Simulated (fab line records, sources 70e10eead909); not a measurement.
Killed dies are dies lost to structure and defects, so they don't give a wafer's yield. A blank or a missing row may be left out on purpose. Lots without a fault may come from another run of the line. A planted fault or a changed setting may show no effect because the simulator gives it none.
Tool commonality check | flow nand_harc | 2 lots, 6 wafers sampled

WHY IT WAS OPENED
At NHARC_END_SORT_01 the reading killed_at_periphery is flagged on 2 of 2 lots. Wafers without a fault read 3.2, standard deviation 2.2.
Rule: a lot is flagged when every wafer of it that has a number lies more than 4 standard deviations from that mean, or none has a number. The other lots count as sound.

lot  | measured     | on        | killed_at_periphery, wafer by wafer | flag
L535 | day 21 17:31 | prober-02 | 73 52 78                            | FLAGGED
L536 | day 21 17:41 | prober-01 | 83 77 75                            | FLAGGED
The numbers of the flagged lots are 73.0 on average: +69.8 against the usual, or +32 standard deviations.

WHICH TOOL RAN EACH LOT
The record holds 4 process steps before the reading, out of a route of 1159 steps. In each cell: the tool, then ch and the chambers that the sampled wafers went through, then the start.
lot  | flag    | NHARC_P_GATE_ETCH_114             | NHARC_P_GATE_STRIP_113              | NHARC_P_GATE_STRIP_95               | NHARC_P_CONTACT_DEP_30
L535 | FLAGGED | rie_diel-03 ch 0,3, day 6 22:00   | plasma_asher-01 ch 0, day 7 13:59   | plasma_asher-01 ch 0, day 7 14:36   | pecvd-03 ch 1,2, day 7 16:45
L536 | FLAGGED | rie_diel-03 ch 0,1,2, day 6 22:00 | plasma_asher-02 ch 0,1, day 7 13:41 | plasma_asher-02 ch 0,1, day 7 14:25 | pecvd-04 ch 0,1,2, day 7 16:19
What these steps do:
- NHARC_P_GATE_ETCH_114: etches the open film in CF4/O2, target depth 30 nm, overetch 3 nm, time 16.5 s.
- NHARC_P_GATE_STRIP_113: strips in N2/H2, time 740 s.
- NHARC_P_GATE_STRIP_95: strips in O2.
- NHARC_P_CONTACT_DEP_30: deposits SiNx, target thk 30 nm.
- NHARC_END_SORT_01

FLAGGED OVER TOTAL, TOOL BY TOOL (the gauges that took the reading come last)
step                   | tool            | lots run | flagged | share of the flagged lots | sound lots run after its first flagged lot
NHARC_P_GATE_ETCH_114  | rie_diel-03     | 2        | 2       | all                       | 0
NHARC_P_GATE_STRIP_113 | plasma_asher-01 | 1        | 1       | some                      | 0
NHARC_P_GATE_STRIP_113 | plasma_asher-02 | 1        | 1       | some                      | 0
NHARC_P_GATE_STRIP_95  | plasma_asher-01 | 1        | 1       | some                      | 0
NHARC_P_GATE_STRIP_95  | plasma_asher-02 | 1        | 1       | some                      | 0
NHARC_P_CONTACT_DEP_30 | pecvd-03        | 1        | 1       | some                      | 0
NHARC_P_CONTACT_DEP_30 | pecvd-04        | 1        | 1       | some                      | 0
NHARC_END_SORT_01      | prober-01       | 1        | 1       | some                      | 0
NHARC_END_SORT_01      | prober-02       | 1        | 1       | some                      | 0

WHAT THE TABLE ALLOWS
1 row of the table ran every flagged lot: rie_diel-03 at NHARC_P_GATE_ETCH_114.
- rie_diel-03 at NHARC_P_GATE_ETCH_114: 2 of its 2 lots flagged. It ran no sound lot before its first flagged lot in this sample, so the start can't be narrowed down.
One tool is left: rie_diel-03 at NHARC_P_GATE_ETCH_114.

WHAT THE SIMULATOR HAD PUT IN
Chamber particle source: rie_diel-03, from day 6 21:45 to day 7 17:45, at NHARC_P_GATE_ETCH_114. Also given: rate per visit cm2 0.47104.
Lots struck among those shown: L535, L536. The rule above found the same.
